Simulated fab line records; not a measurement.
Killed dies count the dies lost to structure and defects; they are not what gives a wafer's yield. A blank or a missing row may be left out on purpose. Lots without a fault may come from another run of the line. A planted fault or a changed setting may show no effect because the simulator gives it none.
A lot that was struck, set against a sound lot	flow n5 finfet	39 steps out of a route of 1938
Sound: these wafers, L231.1, L231.2, L231.3. Wafers struck: L240.1, L240.4, L240.6. The cause comes at the end.
Each step with rows lists, per side, the tool, then ch with its chambers, then its first start. Under that, the readings that differ: sound wafers	struck wafers	difference of the means	sigmas: that difference in standard deviations of wafers without a fault.
alike: a reading whose means differ by less than 2 such deviations, as well as words and numbers matching on both sides. not compared: withheld readings; readings where some wafer has no value; bounds like >300 that might hide an equal value; numbers whose values overlap and for which the record gives no deviation.
The two part at a step that has a row with sigmas, a row that says differs or no value, or rows on one side only. Non-overlapping numbers with no deviation appear without sigmas and do not part them. Lack of a reading on every wafer of one side parts them only where that side has two or more wafers.

first, 9 steps without rows for these wafers: N5_HKMG_FIN_PEB_10 (peb time 60 s); N5_HKMG_FIN_DEVELOP_11 (develop time 30 s); N5_HKMG_FIN_DESCUM_17 (chemistry O2, time 7.9 s); N5_HKMG_FIN_ETCH_31 (etches SiARC in CF4, target depth 45.5 nm, time 75.8 s); N5_HKMG_FIN_ETCH_32 (etches SOC in N2/H2, target depth 240 nm, time 300 s); N5_HKMG_FIN_STRIP_33 (strips in N2/H2); N5_HKMG_FIN_STRIP_34 (strips in CF4); N5_HKMG_FIN_ETCH_35 (etches SOC in N2/H2, target depth 215.8 nm, time 243.4 s); N5_HKMG_FIN_STRIP_92 (strips SOC in N2/H2, time 20 s).
N5_HKMG_FIN_WET_ETCH_18: etches TiN in SC1, time 55 s, target depth 5.2 nm, rinse time 30 s.
  sound on wet bench-02 ch 1,6,7, day 7 10:04; struck on wet bench-02 ch 4,5,7, day 9 14:18
then, 27 steps without rows for these wafers: N5_HKMG_FIN_STRIP_19 (strips in N2/H2, time 360 s); N5_HKMG_FIN_ALD_91 (deposits TiN, target thk 1 nm, pulse time 1 s, purge time 3 s); N5_HKMG_FIN_COAT_85 (time 60 s, resist thk 300 nm); N5_HKMG_FIN_ETCH_86 (etches SOC in N2/H2, stops on TiN, target depth 393.2 nm); N5_HKMG_FIN_STRIP_89 (strips SOC in N2/H2, time 20 s); N5_HKMG_FIN_WET_ETCH_87 (etches TiN in SC1, time 154.2 s, target depth 4.7 nm, rinse time 30 s); N5_HKMG_FIN_STRIP_88 (strips in N2/H2, time 360 s); N5_HKMG_FIN_NWFM_ALD_20 (deposits TiAlC, target thk 2 nm, pulse time 3 s, purge time 2 s); N5_HKMG_FIN_ALD_71 (deposits TiN, target thk 1 nm, pulse time 1 s, purge time 3 s); N5_HKMG_FIN_COAT_66 (time 60 s, resist thk 300 nm); N5_HKMG_FIN_ETCH_67 (etches SOC in N2/H2, stops on TiN, target depth 388.9 nm); N5_HKMG_FIN_STRIP_90 (strips SOC in N2/H2, time 20 s); N5_HKMG_FIN_WET_ETCH_73 (etches the open film in SC1, time 42.3 s, target depth 1.3 nm, rinse time 30 s); N5_HKMG_FIN_ETCHBACK_68 (etches the open film in Cl2/Ar, stops on HfO2, target depth 0.5 nm); N5_HKMG_FIN_STRIP_69 (strips in N2/H2, time 360 s); N5_HKMG_FIN_ALD_21 (deposits TiN, target thk 1.5 nm, pulse time 1 s, purge time 3 s); N5_HKMG_FIN_ALD_72 (deposits W, target thk 2 nm, pulse time 1 s, purge time 2 s); N5_HKMG_FIN_W_FILL_22 (material W, target thk 60 nm, time 18.2 s); N5_HKMG_FIN_PRECLEAN_83 (cleans in DIW, time 57.5 s); N5_HKMG_FIN_SRD_84 (dry time 32 s); N5_HKMG_FIN_CMP_23 (polishes, stops on SiNx, t overpolish 10 s, target thk 46.326 nm); N5_HKMG_FIN_CMP_94 (polishes, stops on SiNx, t overpolish 4.7 s, target thk 43.299 nm); N5_GATE_CUT_ETCHBACK_00 (etches W in SF6/Cl2); N5_GATE_CUT_ETCH_56 (etches TiN in Cl2/Ar, target depth 21.6 nm); N5_GATE_CUT_ETCHBACK_30 (etches TiN in Cl2/Ar, target depth 3 nm); N5_GATE_CUT_VAPOR_ETCH_60 (etches HfO2 in BCl3/Cl2); N5_GATE_CUT_ETCH_58 (etches SiNx in CH3F/O2, target depth 17 nm, time 128.6 s).
-- here the record skips 4 days between the struck wafers' starts before and after, leaving off in module GATE_CUT and picking up in module BEOL_M4 (first step shown: number 1111 of the route) --
N5_BEOL_M4_RC_MEAS_101:
  sound on prober-02 ch 0, day 11 11:13; struck on prober-02 ch 0, day 14 01:10
reading	sound	struck	difference	sigmas
IOFF_N (nA/um)	0.123 0.164 0.151	0.001 0.001 0.001	-0.145	-6
IOFF_N_85C (nA/um)	2.5 3.2 2.9	0.0 0.0 0.0	-2.9	-7
IOFF_N_LIN (nA/um)	0.059 0.072 0.069	0.000 0.000 0.000	-0.067	-8
IOFF_N_LONG (nA/um)	5.45e-05 5.54e-05 5.49e-05	2.35e-05 2.36e-05 2.36e-05	-3.14e-05	-13
ION_N (uA/um)	667 665 664	361 355 357	-308	-32
VT_N (mV)	251.6 248.8 250.9	397.1 396.7 394.7	+145.7	+54
VT_N_LONG (mV)	275.7 274.7 274.7	423.8 425.4 423.3	+149.1	+83
VT_N_LVT (mV)	103 100 101	249 245 249	+146	+47
  alike: DIBL_N, DIBL_P, IOFF_P, ION_P, SS_N, SS_P, VT_P
-- a jump in the record: the struck wafers' starts before and after are 4 days apart (it breaks off in module BEOL_M4 and resumes in module PASSIVATION, where the first step shown is number 1936 of the route) --
N5_PASSIVATION_PROBE_49:
  sound on prober-01 at day 15 19:10; struck on prober-01 at day 18 08:47
reading	sound	struck	difference	sigmas
killed open	76 81 80	60 50 48	-26	-2
sort_bin_8_speed (%)	0 0 0	93.14 93.05 93.73	+93.31	+99 or more
sort n pass	1064 1066 1081	0 0 0	-1070	-63
sort yield pct (%)	90.2 90.3 91.6	0 0 0	-91	-60
  alike: defect limited yield, killed_at_M0_to_M3, killed_at_M4_up, killed at contacts, killed at front end, killed at other, killed dies, killed short, sort_bin_5_function, sort_bin_6_memory

WHERE THEY PART
Last at N5_PASSIVATION_PROBE_49 as far as this record goes, first at N5_BEOL_M4_RC_MEAS_101.

WHY: the cause the simulator had injected
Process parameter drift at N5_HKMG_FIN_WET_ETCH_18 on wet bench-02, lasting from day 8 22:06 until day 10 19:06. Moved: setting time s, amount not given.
